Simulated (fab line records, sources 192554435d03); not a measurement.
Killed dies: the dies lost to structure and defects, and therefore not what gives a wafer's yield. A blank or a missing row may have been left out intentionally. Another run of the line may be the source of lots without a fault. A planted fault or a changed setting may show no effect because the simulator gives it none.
Matching of chambers + flow n5Finfet + rieDiel-03 running N5_MOL_CONTACT_COAG_DESCUM_13: 4 sister chambers
The step chemistry O2, time 7 s. 4 wafers are shown with their chamber, then 7 later ones without.

## EACH WAFER AND ITS CHAMBER
| wafer  | chamber | drypumpMotorCurrentA (A) |
|--------|---------|--------------------------|
| L086.1 | 2       | 6.2                      |
| L086.3 | 0       | 5.3                      |
| L088.1 | 1       | 5.7                      |
| L088.4 | 3       | 5.1                      |

## WAFERS MISSING THEIR CHAMBER
| wafer  | drypumpMotorCurrentA (A) |
|--------|--------------------------|
| L088.5 | 6.3                      |
| L089.1 | 5.8                      |
| L089.4 | 5.1                      |
| L089.6 | 5.7                      |
| L093.2 | 5.1                      |
| L093.4 | 6.3                      |
| L093.6 | 5.8                      |

## CHAMBER TAKEN BY EACH
| wafer  | from the rows above | in truth |
|--------|---------------------|----------|
| L088.5 | 2                   | 2        |
| L089.1 | 1                   | 1        |
| L089.4 | 3                   | 3        |
| L089.6 | 1                   | 1        |
| L093.2 | 3                   | 3        |
| L093.4 | 2                   | 2        |
| L093.6 | 1                   | 1        |
Correctly placed: 7 of 7. From these rows, 0 cannot be placed. Placed wrongly: 0.
How it was worked out, from the rows above alone: a wafer's distance from a chamber is the root of the sum, over the readings, of the square of ((its reading less the chamber's mean) divided by the reading's scatter). The wafer belongs to the nearest chamber; if the next one is less than 2 further off, it can't be placed. Each chamber's mean is taken over the wafers shown for it. The scatter: root of mean squared gap, hidden wafer to nearest shown wafer, with one shown wafer a chamber.
